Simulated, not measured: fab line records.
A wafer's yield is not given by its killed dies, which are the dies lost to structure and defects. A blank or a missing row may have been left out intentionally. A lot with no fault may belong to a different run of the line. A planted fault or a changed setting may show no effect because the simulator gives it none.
Comparing a struck lot with a sound one -- flow nand harc -- 14 steps out of a route of 1302
Sound: wafers L467.3, L467.5, L467.6. Wafers struck: L479.1, L479.4, L479.5. The cause is named last.
At each step with rows: each side's tool, then ch and its chambers, then its first start. Under that, the readings that differ: sound wafers -- struck wafers -- difference of the means -- sigmas: that difference in standard deviations of wafers without a fault.
alike: readings with means less than 2 such deviations apart, plus words and numbers identical on both sides. not compared: withheld readings, readings lacking a value on some wafer, bounds such as >300 that could conceal the same value, and numbers that have no deviation in the record and whose values overlap.
A row with sigmas, a row that says differs or no value, or rows on one side alone: a step with any of these is where the two part. Numbers that have no deviation but don't overlap get no sigmas and don't part them. A reading that every wafer of one side lacks parts them only if that side has two wafers or more.

NHARC_P_CONTACT_PVD_32: deposits Ti, target thk 5 nm, time 17.7 s.
  sound on pvd sputter-03; struck on pvd sputter-01
  alike: throttle valve pct
NHARC_P_CONTACT_ALD_22: deposits TiN, target thk 3 nm, pulse time 1 s, ald cycles 150.
  sound on ald metal-02 ch 0,1,2, day 10 05:21; struck on ald metal-01 ch 2,3, day 15 22:05
  alike: heater power w, precursor pulse height rel, susceptor temp C
  not compared: since wet clean h
NHARC_P_CONTACT_CVD_23: deposits W, target thk 200 nm, time 557 s.
  sound: cvd w-01 ch 0,1; struck: cvd w-02 ch 0,1
reading,sound,struck,difference,sigmas
heater power w (W),404 449 409,536 481 544,+100,+3
susceptor temp C (C),- - -,300.14 299.95 299.83,no value on the sound wafers,
  alike: chamber pressure Torr, throttle valve pct
  not compared: since wet clean h
NHARC_P_CONTACT_CMP_24: polishes, t overpolish 30 s, target thk 200 nm.
  sound on cmp-03 ch 2,3, day 10 06:10; struck on cmp-04 ch 1,2,3, day 15 22:58
  alike: edge zone pressure frac, motor current A, overpolish run s, slurry flow ml min, time to endpoint s
next, for these wafers, 1 step has no rows: NHARC_P_CONTACT_SRD_26.
NHARC_P_CONTACT_INSPECT_27:
  sound on defect inspect-01 at day 10 06:32; struck on defect inspect-02 at day 15 23:20
reading,sound,struck,difference,sigmas
raw defect count,683 965 298,224 155 212,-452,-4
then, 5 steps without rows for these wafers: NHARC_P_M0_DEP_00 (deposits SiOC, target thk 150 nm); NHARC_P_M0_DEHYDRATE_01 (time 120 s); NHARC_P_M0_HMDS_02 (time 30 s); NHARC_P_M0_COAT_33 (time 65 s); NHARC_P_M0_COAT_03 (resist thk 90 nm).
NHARC_P_M0_SOFTBAKE_04: time 55 s.
  sound on litho track-06 ch 0, day 10 07:00; struck on litho track-01 ch 0, day 15 23:00
reading,sound,struck,difference,sigmas
heater power total W (W),188.29 188.37 188.30,187.05 186.73 187.04,-1.38,-11
plate temp C (C),105.01 105.15 105.13,104.19 104.34 104.51,-0.75,-6
  alike: chill plate temp C
next, for these wafers, 1 step has no rows: NHARC_P_M0_EBR_05.
-- break in the record here, with 19 days between the starts of the struck wafers on either side (left off in module P_M0, picked up again in module END, where the first step shown is number 1302 on the route) --
NHARC_END_SORT_01:
  sound on prober-02 ch 0, day 28 17:42; struck on prober-02 ch 0, day 34 18:37
  alike: defect limited yield, killed at array, killed at other, killed at periphery, killed dies, killed open, killed short

WHERE THEY PART
Last at NHARC_P_M0_SOFTBAKE_04 as far as this record goes, first at NHARC_P_CONTACT_CVD_23. Later steps at which nothing parts them and some readings are alike: NHARC_END_SORT_01.

WHY: the cause the simulator had injected
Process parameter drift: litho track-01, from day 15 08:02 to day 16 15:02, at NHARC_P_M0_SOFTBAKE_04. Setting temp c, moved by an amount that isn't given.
